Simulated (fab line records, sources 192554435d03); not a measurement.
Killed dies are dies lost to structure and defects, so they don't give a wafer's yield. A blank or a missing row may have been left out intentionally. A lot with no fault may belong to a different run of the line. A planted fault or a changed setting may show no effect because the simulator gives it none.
Split-lot trial | flow n5 finfet | on a route of 1938 steps: 7 lots, 21 wafers read

## ON THE SPLIT
At N5_BEOL_M0_SAQP_DESCUM_45 (chemistry O2, time 7 s), the setting time s was moved away from the recipe's 7 s on 5 of the 21 wafers read, by -17.5% to +19.3%. This setting was run at the recipe's value on the other wafers.

The reading comes from the split's own step.

## THE READING
CAR-EUV_of_BEOL_M0_SAQP_COAT_34.thk nm (the simulator's own value, which no gauge read), in nm, at N5_BEOL_M0_SAQP_DESCUM_45 (chemistry O2, time 7 s). There is no usual value for it anywhere in the file. Across the 16 wafers here that went through the recipe, the average is 26.1 nm and the standard deviation 0.087 nm.

wafer  | tool, chamber at the split | time s as run, s | against the recipe | CAR-EUV_of_BEOL_M0_SAQP_COAT_34.thk nm, nm | against lot-mates on the recipe
L075.1 | rie diel-03, 3             | 7                | recipe             | 26                                         | -
L075.3 | rie diel-03, 2,1           | 7                | recipe             | 26.2                                       | -
L075.4 | rie diel-03, 2,1           | 7                | recipe             | 26.2                                       | -
L076.1 | rie diel-03, 1,0,3         | 7                | recipe             | 26.2                                       | -
L076.2 | rie diel-03, 1,0,3         | 7                | recipe             | 26.2                                       | -
L076.6 | rie diel-03, 1,0,3         | 7                | recipe             | 26.2                                       | -
L077.2 | rie diel-03, 3,1           | 7                | recipe             | 26.2                                       | -
L077.6 | rie diel-03, 3,1           | 7                | recipe             | 26.2                                       | -
L077.5 | rie diel-03, 0             | 5.778            | -17.5%             | 26.8                                       | +0.6
L080.4 | rie diel-02, 2             | 7                | recipe             | 26.2                                       | -
L080.5 | rie diel-02, 1,2           | 6.149            | -12.2%             | 26.6                                       | +0.4
L080.6 | rie diel-02, 1,2           | 6.149            | -12.2%             | 26.6                                       | +0.4
L087.1 | rie diel-02, 3             | 7                | recipe             | 26                                         | -
L087.2 | rie diel-02, 2             | 7                | recipe             | 26.2                                       | -
L087.4 | rie diel-02, 2             | 7                | recipe             | 26.2                                       | -
L089.2 | rie diel-03, 1             | 8.348            | +19.3%             | 25.4                                       | -0.8
L089.3 | rie diel-03, 3             | 7                | recipe             | 26.2                                       | -
L089.5 | rie diel-03, 3             | 7                | recipe             | 26.2                                       | -
L090.1 | rie diel-03, 1,3           | 7                | recipe             | 26                                         | -
L090.2 | rie diel-03, 1,3           | 7                | recipe             | 26                                         | -
L090.4 | rie diel-03, 2             | 6.521            | -6.8%              | 26.2                                       | +0.2
Rows listing several chambers each stand for several wafers; the file does not say which wafer went through which chamber.

THE FIT
A straight line over all 21 wafers: CAR-EUV_of_BEOL_M0_SAQP_COAT_34.thk nm changes by -0.0367 nm for each +1% of time s; r = -0.94; the points scatter about the line by 0.092 nm.
The same after taking each lot's own level away (the mean of its wafers on the recipe; 21 wafers): -0.0367 nm for each +1%; r = -0.98; scatter 0.059 nm.
Per that fit: largest time s move, reading shift of 0.71 nm.
Across the lots, their own levels run from 26.00 to 26.20 nm, a range of 2.3 times the standard deviation given above.
The two slopes agree, so the slope changes little with the lot-to-lot level.
Check: with one of the wafers moved furthest among these (+19.3%) left out of the fit, the line predicts -0.645 nm for it against its lot-mates. Against them it came out at -0.8 nm.

## ADDITIONAL SPLITS CARRIED BY THESE WAFERS
Note: prior to the reading, these wafers also went through further splits. Each is held against what the fit with the lots' levels taken away leaves over:
other split on the same wafers       | wafers away from the commonest value | r with CAR-EUV_of_BEOL_M0_SAQP_COAT_34.thk nm (lot level and that fit taken away)
N5_MOL_CONTACT_COAG_COAT_76 spin rpm | 7                                    | +0.02
N5_BEOL_M0_SAQP_DESCUM_19 time s     | 7                                    | +0.21

## THE FILE'S OWN FIT
CAR-EUV_of_BEOL_M0_SAQP_COAT_34.thk nm changes by -0.0369 nm for each +1% of time s, r = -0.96.
